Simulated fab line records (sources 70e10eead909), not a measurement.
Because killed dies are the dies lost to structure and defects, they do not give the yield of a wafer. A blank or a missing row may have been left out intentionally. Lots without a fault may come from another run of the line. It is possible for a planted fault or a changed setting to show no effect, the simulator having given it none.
Code-filled problem report in 8D (eight disciplines) form :: flow nandHarc :: the parts of the form that need people (team, actions taken, sign-off) are left out

## 1. THE PROBLEM
At NHARC_A_ONON_D1_THK_MEAS_02, thkNm averages 678 nm over 4 wafers from 3 lots, while fault-free wafers read 996 nm, standard deviation 8.2. That puts it -39 standard deviations away from the usual mean.
The step: measures by ellipsometry.
The first sign was on wafer L416.3 at day 10 11:20, on filmMetro-01. At this step, 36 wafers from 13 lots have a number in the record. Rule for "out" (also "out of limits"): further than 4 standard deviations from the usual mean. The rest of the wafers with a number are treated as sound.

## 2. WHAT THIS IS AND IS NOT
question: which readings at this step
is: thkNm
is not: -

question: which lots
is: L416, L417, L418
is not: L411, L415, L424, L425, L426, L427, L428, L430, L431, L433

question: which wafers of those lots
is: L416.3, L417.3, L417.4, L418.4
is not: L416.6, L418.6

question: read on which gauges
is: filmMetro-01, filmMetro-02
is not: -

question: when
is: from day 10 11:20
is not: up to then (7 sound wafers); but 25 sound wafers of L418, L424, L425, L426, L427, L428, L430, L431, L433 came after

## 3. WHAT RULES OUT EACH SUSPECT
Counting: if a tool at a process step up to the reading ran every lot that is out, it stays a suspect. Sound lots after the first of them don't rule it out here, since some wafers of a struck lot are sound.
- the gauge at NHARC_A_ONON_D1_THK_MEAS_02: ruled out. The wafers that are out were read on 2 gauges (filmMetro-01, filmMetro-02).
- rieDiel-07 at NHARC_A_ZERO_WELL_ETCH_19 (etches the open film in N2/H2, target depth 80 nm, overetch 24 nm, time 87.88 s): kept. Every lot that is out went through it, the first being L416 (day 9 09:34); the last sound lot it ran before that was L415 (day 8 15:55).
- pecvdOnon-01 at NHARC_A_ONON_D1_DEP_00 (target thk 1000 nm): kept. Every lot that is out went through it, the first being L416 (day 10 10:56); the last sound lot it ran before that was L411 (day 7 19:59).
After counting, rieDiel-07 at NHARC_A_ZERO_WELL_ETCH_19 and pecvdOnon-01 at NHARC_A_ONON_D1_DEP_00 remain.

## 4. THE CAUSE (what the simulator had put in)
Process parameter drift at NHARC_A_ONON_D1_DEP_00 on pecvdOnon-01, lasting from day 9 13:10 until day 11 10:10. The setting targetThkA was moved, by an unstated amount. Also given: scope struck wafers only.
Counting left 2 suspects, and this tool is among them.

## 5. SEQUENCE OF EFFECTS, ordered by route
Each row: a reading where the mean over the struck wafers with a number is more than 3 standard deviations away from the usual. Scope: only readings with a usual standard deviation given in the record; hours: median across lots of the time from each lot's start at the first step in this table that gives one to its start at this step; sigmas: change in usual standard deviations.
hours: 0
step: NHARC_A_ONON_D1_THK_MEAS_02
reading: thkNm
usual: 996 nm
on struck wafers: 678
change: -318
sigmas: -39

hours: 409
step: NHARC_END_SORT_01
reading: killedAtArray
usual: 59
on struck wafers: 672
change: +613
sigmas: +36

hours: 409
step: NHARC_END_SORT_01
reading: killedDies
usual: 63
on struck wafers: 677
change: +614
sigmas: +34

## 6. WHAT WOULD HAVE CAUGHT IT SOONER
Counted from the fault's start at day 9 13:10, it took 22 hours until the first out-of-limits reading at a measuring or inspecting step in this record, taken at day 10 11:20.
Of the tool readings at NHARC_A_ONON_D1_DEP_00 for which the record gives a usual standard deviation, none was out on any struck wafer, so an alarm limit of 4 standard deviations on them would not have fired.
Lots out: 3; of these, L417, L418 started NHARC_A_ONON_D1_DEP_00 on pecvdOnon-01 after day 10 11:20. A hold on the tool at that time would have spared those 2.
